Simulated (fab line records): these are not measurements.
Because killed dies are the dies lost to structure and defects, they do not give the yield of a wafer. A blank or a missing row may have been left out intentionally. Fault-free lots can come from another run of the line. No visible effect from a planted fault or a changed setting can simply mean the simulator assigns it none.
fab line records	flow nand-harc
[record] lots = 6	wafers = 17	last-day = 25
route steps=1159 shown P_CONTACT@241 P_M0@253 END@1159
lots that met no fault: from a run of the same line without faults
start-h: start of the lot's first displayed wafer, in hours after the record's first day	wait-h: how many hours have passed since the lot's step before this one	" repeats the value in the row above	L1.1+2: one row covering several wafers at once	- no value, or no start given	* or withheld: withheld	< > ~ a bound
route shown NAME@n: a module of which the file shows steps, and the number in the route of the first	usual: mean/standard deviation of fault-free wafers	same: alike in all rows	chamber/n: place in a boat	sites: readings site by site	_std_site: the standard deviation of these	_edge_site: outer sites' mean less inner sites'	radius-mm: for every site, how far away it sits from the centre of the wafer	mask NAME#n: copy n	behind: the last tool/chamber to shape the wafer	hold: cause of the lot's hold/its duration in hours/its outcome	device: the transistor (n, p or np) that didn't switch	end of line: the tests these same wafers got at the end of their route	a step with no rows: only its recipe	killed: count of dies lost to structure and defects at first sort (not the wafer's yield)	map: per-die view of a wafer (x killed, . not killed, _ where there is no die)
set.NAME: the setting the step ran with; set.NAME@STEP: the setting that earlier step ran with	model.NAME: the simulator's own value behind a step, which no gauge read
certain route steps with their lots: each step a table, each wafer a row
services: the hour from which a tool's chamber was out of use, counted from the record's first day as start-h (under 0 if before that day), plus the number of hours and why
[[steps]]
[step NHARC_P_CONTACT_CD_MEAS_19]
[usual] cd-nm = 89.1/2.1
lot.wafer	tool	chamber	start-h	wait-h	cd-nm
L102.2	cd-sem-02	-	129.49	-	87.9
L102.4	"	-	"	"	88.5
L102.6	"	-	"	"	89.7
L105.1	cd-sem-02	-	139.67	-	89.2
L105.3	"	-	"	"	88.7
L105.4	"	-	"	"	86.4
L110.1	cd-sem-03	-	171.31	-	91.3
L110.6	"	-	"	"	87.5
L116.1	cd-sem-02	-	218.89	-	87.3
L116.5	"	-	"	"	87.2
L116.6	"	-	"	"	89.0
L120.1	cd-sem-01	-	239.57	-	87.4
L120.3	"	-	"	"	89.8
L120.5	"	-	"	"	92.9
L121.2	cd-sem-03	-	240.29	-	92.1
L121.4	"	-	"	"	90.1
L121.6	"	-	"	"	88.5
[step NHARC_P_CONTACT_STRIP_28]
[recipe] o2-flow-sccm = 500	ar-flow-sccm = 0	bias-w = 0	chemistry = O2
[step NHARC_P_CONTACT_STRIP_29]
[recipe] time-s = 1200	temp-c = 72.5	chemistry = post-etch-residue-remover
[step NHARC_P_CONTACT_DEGAS_38]
[recipe] temp-c = 300	time-s = 60
[step NHARC_P_CONTACT_PRE_CLEAN_39]
[recipe] time-s = 19.5	bias-v = 250	gas = Ar
[step NHARC_P_CONTACT_PVD_32]
[recipe] target-thk-a = 50	chamber-pressure-pa = 5	power-w = 5000	substrate-temp-c = 200	time-s = 17.7	material = Ti
[usual] throttle-valve-pct = 30.3/1.1
lot.wafer	tool	chamber	start-h	wait-h	throttle-valve-pct
L102.4	pvd-sputter-01	-	-	-	30.6
L102.2	"	-	"	"	30.0
L102.6	"	-	"	"	30.5
L105.4	pvd-sputter-01	-	-	-	31.2
L105.1	"	-	"	"	30.3
L105.3	"	-	"	"	30.5
L110.1	pvd-sputter-03	-	-	-	31.7
L110.6	"	-	"	"	30.6
L116.1	pvd-sputter-03	-	-	-	31.8
L116.6	"	-	"	"	30.7
L116.5	"	-	"	"	30.4
L120.1	pvd-sputter-02	-	-	-	29.7
L120.3	"	-	"	"	29.2
L120.5	"	-	"	"	29.5
L121.4	pvd-sputter-03	-	-	-	31.7
L121.2	"	-	"	"	30.4
L121.6	"	-	"	"	30.3
[step NHARC_P_CONTACT_ALD_22]
[recipe] target-thk-a = 30	pulse-time-s = 1	ald-cycles = 150	temp-c = 450	material = TiN
[usual] heater-power-w = 1061/110	precursor-pulse-height-rel = 0.998/0.02
lot.wafer	tool	chamber	start-h	wait-h	heater-power-w	precursor-pulse-height-rel
L102.4	ald-metal-02	3	130.48	-	901	0.996
L102.2	"	0	"	"	1157	0.999
L102.6	"	2	"	"	975	1.001
L105.3	ald-metal-03	1	140.65	-	994	0.975
L105.4	"	2	"	"	1048	0.984
L105.1	"	3	"	"	1139	1.000
L110.1	ald-metal-02	3	172.29	-	938	0.964
L110.6	"	2	"	"	972	0.976
L116.1	ald-metal-02	3	219.91	-	912	0.987
L116.6	"	0	"	"	1102	0.983
L116.5	"	1	"	"	1206	0.958
L120.1	ald-metal-02	2	240.57	-	908	0.980
L120.3	"	3	"	"	929	1.011
L120.5	"	1	"	"	1189	0.977
L121.2	ald-metal-01	1	241.24	-	913	1.000
L121.4	"	2	"	"	1181	0.942
L121.6	"	2	"	"	1184	0.993
[step NHARC_P_CONTACT_CVD_23]
[recipe] target-thk-a = 2000	temp-c = 300	pressure-torr = 40	wf6-flow-sccm = 40	h2-flow-sccm = 1600	ar-flow-sccm = 1560	time-s = 557	material = W
[step NHARC_P_CONTACT_CMP_24]
[recipe] t-overpolish-s = 30	target-thk-nm = 200
[usual] motor-current-A = 12.4/1.4	overpolish-run-s = 30.000/0.0092	time-to-endpoint-s = 42/3.2
[same] t-overpolish-s = 30
lot.wafer	tool	chamber	start-h	wait-h	motor-current-A	overpolish-run-s	time-to-endpoint-s
L102.2	cmp-04	0	133.01	0.6	12.0	30.012	48
L102.4	"	1	"	"	11.6	30.001	39
L102.6	"	0	"	"	12.0	29.998	47
L105.3	cmp-04	0	141.48	0.3	11.3	30.001	43
L105.4	"	1	"	"	11.7	30.007	32
L105.1	"	2	"	"	12.3	30.013	42
L110.1	cmp-04	1	173.62	0.6	12.4	29.997	39
L110.6	"	2	"	"	12.5	30.007	44
L116.1	cmp-01	2	220.79	0.6	12.1	29.999	40
L116.5	"	0	"	"	13.1	29.999	46
L116.6	"	1	"	"	10.1	30.012	45
L120.1	cmp-04	3	242.44	0.5	13.8	30.001	45
L120.3	"	1	"	"	12.0	30.013	36
L120.5	"	3	"	"	13.9	29.991	42
L121.4	cmp-03	1	242.58	0.4	13.2	29.986	40
L121.2	"	2	"	"	15.1	29.995	40
L121.6	"	3	"	"	9.6	29.989	42
[step NHARC_P_CONTACT_SRD_26]
[step NHARC_P_CONTACT_INSPECT_27]
[usual] raw-defect-count = 270/95
lot.wafer	tool	chamber	start-h	wait-h	raw-defect-count
L102.2	defect-inspect-01	-	133.41	0.1	272
L102.4	"	-	"	"	488
L102.6	"	-	"	"	334
L105.1	defect-inspect-02	-	141.88	0.1	188
L105.3	"	-	"	"	262
L105.4	"	-	"	"	409
L110.1	defect-inspect-02	-	174.02	0.1	382
L110.6	"	-	"	"	240
L116.1	defect-inspect-01	-	221.16	0.1	186
L116.5	"	-	"	"	167
L116.6	"	-	"	"	138
L120.1	defect-inspect-02	-	242.85	0.1	233
L120.3	"	-	"	"	257
L120.5	"	-	"	"	212
L121.2	defect-inspect-02	-	242.94	0.1	190
L121.4	"	-	"	"	291
L121.6	"	-	"	"	339
[step NHARC_P_M0_DEP_00]
[recipe] target-thk-a = 1500	target-thk-nm = 150	temp-c = withheld	pressure-torr = 5	flow-sccm = 200	rf-w = 600	material = SiOC
lot.wafer	tool	chamber	start-h	wait-h
L102.2+4+6	pecvd-02	0,0,1	133.48	0.1
L105.1+3+4	pecvd-02	2,0,0	141.95	0.1
L110.1+6	pecvd-02	0,1	174.09	0.1
L116.1+5+6	pecvd-03	1,0,1	221.32	0.2
L120.1+3+5	pecvd-03	0,1,0	242.96	0.1
L121.2+4+6	pecvd-03	0,1,2	243.18	0.2
[step NHARC_P_M0_DEHYDRATE_01]
[recipe] temp-c = 150	time-s = 120
[step NHARC_P_M0_HMDS_02]
[recipe] time-s = 30
[step NHARC_P_M0_COAT_33]
[recipe] temp-c = 200	time-s = 65
[step NHARC_P_M0_COAT_03]
[recipe] spin-rpm = 1500	resist-thk-nm = 90
[step NHARC_P_M0_SOFTBAKE_04]
[recipe] temp-c = 105	time-s = 55
[step NHARC_P_M0_EBR_05]
[step NHARC_P_M0_EXPOSE_06]
[recipe] na = 1.35	target-cd-nm = 90	dose-mj = 81.28	mask-id = P_M0
[step NHARC_P_M0_PEB_07]
[recipe] peb-temp-c = 100	peb-time-s = 65
[step NHARC_P_M0_DEVELOP_08]
[recipe] develop-time-s = 35	dev-temp-c = 23
[step NHARC_P_M0_CD_MEAS_09]
[recipe] target-cd-nm = 90	landing-energy-ev = 500
[usual] cd-nm = 89.4/0.77
lot.wafer	tool	chamber	start-h	wait-h	cd-nm
L102.2	cd-sem-01	0	134.32	-	89.0
L102.4	"	0	"	"	89.6
L102.6	"	0	"	"	89.7
L105.1	cd-sem-01	0	142.65	-	90.3
L105.3	"	0	"	"	91.0
L105.4	"	0	"	"	90.5
L110.1	cd-sem-01	0	175.06	-	89.4
L110.6	"	0	"	"	89.7
L116.1	cd-sem-02	0	221.94	-	88.7
L116.5	"	0	"	"	89.1
L116.6	"	0	"	"	87.4
L120.1	cd-sem-03	0	243.75	-	89.8
L120.3	"	0	"	"	87.9
L120.5	"	0	"	"	89.5
L121.2	cd-sem-03	0	244.05	-	89.3
L121.4	"	0	"	"	88.0
L121.6	"	0	"	"	87.8
[step NHARC_P_M0_OVL_MEAS_10]
[recipe] pitch-nm = 180
[usual] overlay-x-nm = 0.2/0.71	overlay-y-nm = 0.2/0.87
lot.wafer	tool	chamber	start-h	wait-h	overlay-x-nm	overlay-y-nm
L102.2	overlay-02	-	134.40	-	1.7	-0.4
L102.4	"	-	"	"	1.0	-0.8
L102.6	"	-	"	"	1.1	-0.8
L105.1	overlay-02	-	142.74	-	0.1	1.0
L105.3	"	-	"	"	1.4	1.0
L105.4	"	-	"	"	1.3	0.7
L110.1	overlay-01	-	175.15	-	0.9	0.2
L110.6	"	-	"	"	0.4	-0.3
L116.1	overlay-02	-	222.02	-	-0.5	0.5
L116.5	"	-	"	"	-0.1	0.4
L116.6	"	-	"	"	-0.4	0.2
L120.1	overlay-02	-	243.84	-	0.2	1.8
L120.3	"	-	"	"	0.0	1.2
L120.5	"	-	"	"	-0.1	2.0
L121.2	overlay-02	-	244.13	-	-0.5	0.7
L121.4	"	-	"	"	-0.5	1.0
L121.6	"	-	"	"	-0.6	1.1
[step NHARC_P_M0_INSPECT_11]
[usual] raw-defect-count = 4.0/2.2
lot.wafer	tool	chamber	start-h	wait-h	raw-defect-count
L102.2	defect-inspect-01	-	134.44	0.0	3
L102.4	"	-	"	"	3
L102.6	"	-	"	"	3
L105.1	defect-inspect-02	-	142.78	0.0	4
L105.3	"	-	"	"	2
L105.4	"	-	"	"	2
L110.1	defect-inspect-01	-	175.18	0.0	2
L110.6	"	-	"	"	1
L116.1	defect-inspect-01	-	222.06	0.0	2
L116.5	"	-	"	"	4
L116.6	"	-	"	"	5
L120.1	defect-inspect-01	-	243.87	0.0	10
L120.3	"	-	"	"	7
L120.5	"	-	"	"	2
L121.2	defect-inspect-01	-	244.17	0.0	6
L121.4	"	-	"	"	5
L121.6	"	-	"	"	4
[step NHARC_P_M0_DESCUM_14]
[recipe] time-s = 3	o2-flow-sccm = 200	ar-flow-sccm = 0	bias-power-w = 0	chemistry = O2
[step NHARC_P_M0_ETCH_34]
[recipe] target-depth-a = 400	overetch-a = 120	time-s = 43.94	ion-energy-ev = 200	n2-flow-sccm = 150	h2-flow-sccm = 150	ar-flow-sccm = 0	rf-w = 400	bias-w = 150	chemistry = N2/H2
[step NHARC_P_M0_ETCH_15]
[recipe] target-depth-a = 1500	overetch-a = 150	time-s = 82.5	c4f8-flow-sccm = withheld	ar-flow-sccm = 400	rf-w = 600	bias-w = 300	chemistry = C4F8/Ar
[step NHARC_P_M0_CD_MEAS_16]
[usual] cd-nm = 89.4/1
lot.wafer	tool	chamber	start-h	wait-h	cd-nm
L102.2	cd-sem-01	-	134.80	-	88.9
L102.4	"	-	"	"	89.9
L102.6	"	-	"	"	90.3
L105.1	cd-sem-02	-	143.14	-	90.5
L105.3	"	-	"	"	90.9
L105.4	"	-	"	"	89.7
L110.1	cd-sem-02	-	175.67	-	89.0
L110.6	"	-	"	"	89.4
L116.1	cd-sem-01	-	222.42	-	88.2
L116.5	"	-	"	"	88.5
L116.6	"	-	"	"	87.1
L120.1	cd-sem-03	-	244.24	-	88.3
L120.3	"	-	"	"	88.5
L120.5	"	-	"	"	88.9
L121.2	cd-sem-03	-	244.69	-	89.7
L121.4	"	-	"	"	86.7
L121.6	"	-	"	"	87.5
[step NHARC_P_M0_STRIP_18]
[recipe] power-w = 1000	n2-flow-sccm = 150	h2-flow-sccm = 150	ar-flow-sccm = 0	bias-w = 0	chemistry = N2/H2
[step NHARC_P_M0_STRIP_19]
[recipe] time-s = 600	temp-c = 30	chemistry = post-etch-residue-remover
[step NHARC_P_M0_DEGAS_28]
[recipe] temp-c = 250	time-s = 60
[usual] heater-power-w = 334/37
lot.wafer	tool	chamber	start-h	wait-h	heater-power-w
L102.2	pvd-sputter-02	-	135.44	-	414
L102.4	"	-	"	"	296
L102.6	"	-	"	"	402
L105.3	pvd-sputter-03	-	143.80	-	316
L105.4	"	-	"	"	325
L105.1	"	-	"	"	390
L110.1	pvd-sputter-02	-	176.30	-	293
L110.6	"	-	"	"	325
L116.1	pvd-sputter-01	-	223.07	-	362
L116.6	"	-	"	"	362
L116.5	"	-	"	"	334
L120.3	pvd-sputter-01	-	244.86	-	259
L120.1	"	-	"	"	362
L120.5	"	-	"	"	366
L121.2	pvd-sputter-03	-	245.32	-	328
L121.4	"	-	"	"	325
L121.6	"	-	"	"	379
[step NHARC_P_M0_PRE_CLEAN_29]
[recipe] time-s = 30	temp-c = 280	gas = H2/He
[step NHARC_P_M0_PVD_20]
[recipe] target-thk-a = 50	bias-v = 168.6	power-w = 15000	chamber-pressure-pa = 0.12	time-s = 8.06	substrate-temp-c = 50	material = TaN
[step NHARC_P_M0_PVD_21]
[recipe] target-thk-a = 300	chamber-pressure-pa = 5	power-w = 5000	substrate-temp-c = 30	time-s = 20.49	material = Cu
[usual] throttle-valve-pct = 30.5/1.1
lot.wafer	tool	chamber	start-h	wait-h	throttle-valve-pct
L102.4	pvd-sputter-02	-	-	-	29.4
L102.2	"	-	"	"	28.7
L102.6	"	-	"	"	32.4
L105.3	pvd-sputter-03	-	-	-	32.1
L105.4	"	-	"	"	30.7
L105.1	"	-	"	"	30.6
L110.1	pvd-sputter-02	-	-	-	32.3
L110.6	"	-	"	"	28.7
L116.1	pvd-sputter-01	-	-	-	29.4
L116.6	"	-	"	"	30.0
L116.5	"	-	"	"	31.6
L120.1	pvd-sputter-01	-	-	-	30.4
L120.3	"	-	"	"	31.5
L120.5	"	-	"	"	30.8
L121.4	pvd-sputter-03	-	-	-	30.4
L121.2	"	-	"	"	31.9
L121.6	"	-	"	"	30.5
[step NHARC_P_M0_ECD_22]
[recipe] target-thk-a = 4000	bath-temp-c = 25	material = Cu
[step NHARC_P_M0_ANNEAL_30]
[recipe] temp-c = 225	time-s = 90
[step NHARC_P_M0_CMP_23]
[recipe] t-overpolish-s = 20	target-thk-nm = 117.53
[step NHARC_P_M0_SRD_25]
[step NHARC_P_M0_INSPECT_27]
[usual] raw-defect-count = 299/110
lot.wafer	tool	chamber	start-h	wait-h	raw-defect-count
L102.2	defect-inspect-01	-	137.32	0.0	217
L102.4	"	-	"	"	219
L102.6	"	-	"	"	198
L105.1	defect-inspect-02	-	145.52	0.0	352
L105.3	"	-	"	"	394
L105.4	"	-	"	"	367
L110.1	defect-inspect-02	-	177.84	0.0	303
L110.6	"	-	"	"	253
L116.1	defect-inspect-01	-	224.60	0.0	192
L116.5	"	-	"	"	513
L116.6	"	-	"	"	238
L120.1	defect-inspect-01	-	246.42	0.0	402
L120.3	"	-	"	"	279
L120.5	"	-	"	"	537
L121.2	defect-inspect-02	-	246.87	0.0	317
L121.4	"	-	"	"	211
L121.6	"	-	"	"	287
[step NHARC_END_SORT_01]
[recipe] temp-c = 25
[usual] defect-limited-yield = 95.4/1.8	killed-at-array = 28/11	killed-at-other = 0.7/0.88	killed-at-periphery = 3.1/2.2	killed-dies = 31/12	killed-open = 3.3/2	killed-short = 2.0/1.6	sort_bin_2_pct = 1.5/0.73	sort_bin_3_pct = 0.27/0.22	sort_bin_4_pct = 2.9/1.1	sort-n-pass = 646/12	sort-rim-yield-pct = 93/3.9	sort-yield-pct = 95.4/1.8
[same] gross-dies = 677	sort_bin_5_pct[%] = 0	sort_bin_6_pct[%] = 0	sort_bin_7_pct[%] = 0	sort_bin_8_pct[%] = 0	sort-rim-n-gross = 106.00
lot.wafer	tool	chamber	start-h	wait-h	defect-limited-yield[%]	killed-at-array	killed-at-other	killed-at-periphery	killed-dies	killed-open	killed-short	sort_bin_2_pct[%]	sort_bin_3_pct[%]	sort_bin_4_pct[%]	sort-n-pass	sort-rim-yield-pct[%]	sort-yield-pct[%]
L105.1	prober-01	0	474.66	2.5	0	19	0	658	677	2	3	97.3	0.30	2.4	0	0	0
L105.3	prober-01	0	476.28	3.1	0	19	0	658	677	1	0	98.2	0.15	1.6	0	0	0
L110.1	prober-01	0	501.93	2.5	0	29	0	648	677	0	0	96.9	0.15	3.0	0	0	0
// killed by level:class
L105.1 P_M0:area-dep=653 A_CHANNEL_HOLE_D1:chamber-film-flake=9 A_STAIRCASE:chamber-film-flake=3 A_CONTACT:chamber-film-flake=3 P_M1:geometric-particle:short=1 P_M2:geometric-particle:open=1 A_CHANNEL_FILL_D1:geometric-particle:open=1 A_CHANNEL_FILL_D1:geometric-particle:short=1
L105.3 P_M0:area-dep=656 A_CHANNEL_HOLE_D1:chamber-film-flake=15 A_STAIRCASE:chamber-film-flake=3 P_M0:geometric-particle:open=1 P_GATE:chamber-film-flake=1 A_CONTACT:chamber-film-flake=1
L110.1 P_M0:area-dep=648 A_SLIT:chamber-film-flake=13 A_STAIRCASE:chamber-film-flake=8 A_CHANNEL_HOLE_D1:chamber-film-flake=5 A_CONTACT:chamber-film-flake=2 A_CHANNEL_FILL_D1:chamber-film-flake=1
// map L105.1 (x killed, . not)
____________x____________
_________xxxxxxx_________
_______xxxxxxxxxxx_______
______xxxxxxxxxxxxx______
_____xxxxxxxxxxxxxxx_____
____xxxxxxxxxxxxxxxxx____
____xxxxxxxxxxxxxxxxx____
___xxxxxxxxxxxxxxxxxxx___
___xxxxxxxxxxxxxxxxxxx___
__xxxxxxxxxxxxxxxxxxxxx__
__xxxxxxxxxxxxxxxxxxxxx__
_xxxxxxxxxxxxxxxxxxxxxxx_
_xxxxxxxxxxxxxxxxxxxxxxx_
_xxxxxxxxxxxxxxxxxxxxxxx_
_xxxxxxxxxxxxxxxxxxxxxxx_
_xxxxxxxxxxxxxxxxxxxxxxx_
xxxxxxxxxxxxxxxxxxxxxxxxx
xxxxxxxxxxxxxxxxxxxxxxxxx
xxxxxxxxxxxxxxxxxxxxxxxxx
xxxxxxxxxxxxxxxxxxxxxxxxx
xxxxxxxxxxxxxxxxxxxxxxxxx
_xxxxxxxxxxxxxxxxxxxxxxx_
_xxxxxxxxxxxxxxxxxxxxxxx_
_xxxxxxxxxxxxxxxxxxxxxxx_
_xxxxxxxxxxxxxxxxxxxxxxx_
_xxxxxxxxxxxxxxxxxxxxxxx_
__xxxxxxxxxxxxxxxxxxxxx__
__xxxxxxxxxxxxxxxxxxxxx__
___xxxxxxxxxxxxxxxxxxx___
___xxxxxxxxxxxxxxxxxxx___
____xxxxxxxxxxxxxxxxx____
____xxxxxxxxxxxxxxxxx____
_____xxxxxxxxxxxxxxx_____
______xxxxxxxxxxxxx______
_______xxxxxxxxxxx_______
_________xxxxxxx_________
____________x____________
// map L110.1 (x killed, . not)
____________x____________
_________xxxxxxx_________
_______xxxxxxxxxxx_______
______xxxxxxxxxxxxx______
_____xxxxxxxxxxxxxxx_____
____xxxxxxxxxxxxxxxxx____
____xxxxxxxxxxxxxxxxx____
___xxxxxxxxxxxxxxxxxxx___
___xxxxxxxxxxxxxxxxxxx___
__xxxxxxxxxxxxxxxxxxxxx__
__xxxxxxxxxxxxxxxxxxxxx__
_xxxxxxxxxxxxxxxxxxxxxxx_
_xxxxxxxxxxxxxxxxxxxxxxx_
_xxxxxxxxxxxxxxxxxxxxxxx_
_xxxxxxxxxxxxxxxxxxxxxxx_
_xxxxxxxxxxxxxxxxxxxxxxx_
xxxxxxxxxxxxxxxxxxxxxxxxx
xxxxxxxxxxxxxxxxxxxxxxxxx
xxxxxxxxxxxxxxxxxxxxxxxxx
xxxxxxxxxxxxxxxxxxxxxxxxx
xxxxxxxxxxxxxxxxxxxxxxxxx
_xxxxxxxxxxxxxxxxxxxxxxx_
_xxxxxxxxxxxxxxxxxxxxxxx_
_xxxxxxxxxxxxxxxxxxxxxxx_
_xxxxxxxxxxxxxxxxxxxxxxx_
_xxxxxxxxxxxxxxxxxxxxxxx_
__xxxxxxxxxxxxxxxxxxxxx__
__xxxxxxxxxxxxxxxxxxxxx__
___xxxxxxxxxxxxxxxxxxx___
___xxxxxxxxxxxxxxxxxxx___
____xxxxxxxxxxxxxxxxx____
____xxxxxxxxxxxxxxxxx____
_____xxxxxxxxxxxxxxx_____
______xxxxxxxxxxxxx______
_______xxxxxxxxxxx_______
_________xxxxxxx_________
____________x____________
[[services]]
tool	chamber	start-h	hours	kind
cmp-04	-	109.00	-	consumable-replace:conditioner
cmp-04	-	109.00	-	consumable-replace:pad
pecvd-03	-	111.74	1.0	repair
pecvd-03	-	112.75	13.0	pm
pvd-sputter-01	-	115.44	0.8	repair
cmp-01	-	118.03	2.0	repair
pvd-sputter-03	-	125.88	5.1	repair
cmp-04	-	128.46	0.8	repair
ald-metal-03	-	144.00	10.0	pm
cmp-01	-	151.78	2.0	repair
pecvd-02	-	153.02	13.0	pm
cmp-03	-	156.00	4.0	pm
pvd-sputter-01	-	158.01	10.0	pm
cmp-04	-	164.54	1.4	repair
pecvd-02	2	166.70	16.5	repair
cmp-01	-	179.50	4.0	pm
ald-metal-02	-	185.05	1.8	repair
ald-metal-02	0	196.82	-	clean
pvd-sputter-03	-	198.68	17.0	repair
cmp-04	-	203.00	4.0	pm
ald-metal-02	-	204.46	0.4	repair
ald-metal-02	2	208.78	25.0	repair
pvd-sputter-02	-	214.00	10.0	pm
pvd-sputter-02	-	229.81	2.5	repair
[[key]]
[first-sign] step = NHARC_END_SORT_01	reading = killed-at-periphery	direction = up	sigmas = 99+	usual = 3.1	struck = 654.7
[effect] step = NHARC_END_SORT_01	reading = sort_bin_2_pct	direction = up	sigmas = 99+	usual = 1.5	struck = 97.5
[more-kills-born-at] NHARC_P_M0_DEP_00@pecvd-02 = 1957
met-at NHARC_P_M0_DEP_00
struck-wafers L105.1,L105.3,L110.1
later-rows-left-out L105.1,L105.3,L110.1
onset-between 133.48 141.95
[fault] kind = process-parameter-drift	tool = pecvd-02	chamber = -	onset-h = 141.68	steps = NHARC_P_M0_DEP_00	channel = target-thk-nm	offset = 43.537	shape = step	end-h = 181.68	scope = struck-wafers-only	acts-in = these-recipes-only	stated = 150
// later-rows-left-out: the simulator's readings of these wafers behind a module that went badly wrong aren't trusted and aren't shown, but for the sort
